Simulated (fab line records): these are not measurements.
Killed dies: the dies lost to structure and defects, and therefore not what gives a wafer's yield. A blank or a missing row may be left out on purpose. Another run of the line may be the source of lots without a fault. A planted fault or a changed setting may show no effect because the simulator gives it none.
Chamber matching || flow nandHarc || 4 sister chambers for NHARC_A_CHANNEL_HOLE_D2_ETCH_38 on rieDiel-01
The step etches the open film in CF4, target depth 39 nm, time 65 s. 4 wafers are shown with their chamber, then 8 later ones without.

## WAFERS WITH THEIR CHAMBER
{"wafer": "L849.5", "chamber": 3, "drypumpMotorCurrentA (A)": 6.5}
{"wafer": "L860.1", "chamber": 1, "drypumpMotorCurrentA (A)": 5.5}
{"wafer": "L860.5", "chamber": 2, "drypumpMotorCurrentA (A)": 5.4}
{"wafer": "L861.1", "chamber": 0, "drypumpMotorCurrentA (A)": 6.4}

## WAFERS WITH NO CHAMBER GIVEN
{"wafer": "L861.5", "drypumpMotorCurrentA (A)": 5.6}
{"wafer": "L861.6", "drypumpMotorCurrentA (A)": 5.4}
{"wafer": "L862.2", "drypumpMotorCurrentA (A)": 6.5}
{"wafer": "L862.3", "drypumpMotorCurrentA (A)": 6.4}
{"wafer": "L862.5", "drypumpMotorCurrentA (A)": 5.4}
{"wafer": "L863.3", "drypumpMotorCurrentA (A)": 6.5}
{"wafer": "L863.4", "drypumpMotorCurrentA (A)": 6.5}
{"wafer": "L863.5", "drypumpMotorCurrentA (A)": 6.4}

## CHAMBER TAKEN BY EACH
{"wafer": "L861.5", "from the rows above": 1, "in truth": 1}
{"wafer": "L861.6", "from the rows above": 2, "in truth": 2}
{"wafer": "L862.2", "from the rows above": 3, "in truth": 3}
{"wafer": "L862.3", "from the rows above": 0, "in truth": 0}
{"wafer": "L862.5", "from the rows above": 2, "in truth": 2}
{"wafer": "L863.3", "from the rows above": 3, "in truth": 3}
{"wafer": "L863.4", "from the rows above": 3, "in truth": 3}
{"wafer": "L863.5", "from the rows above": 0, "in truth": 0}
8 of 8 placed correctly. Left unplaced by these rows: 0. Wrongly placed: 0.
How it was worked out, from the rows above alone: a wafer's distance from a chamber is the root of the sum, over the readings, of the square of ((its reading less the chamber's mean) divided by the reading's scatter). The wafer belongs to the nearest chamber; if the next one is less than 2 further off, it can't be placed. A chamber's mean is the mean of its shown wafers. The scatter: with one shown wafer a chamber, the root of the mean of the squares of how far each hidden wafer lies from its nearest shown one.
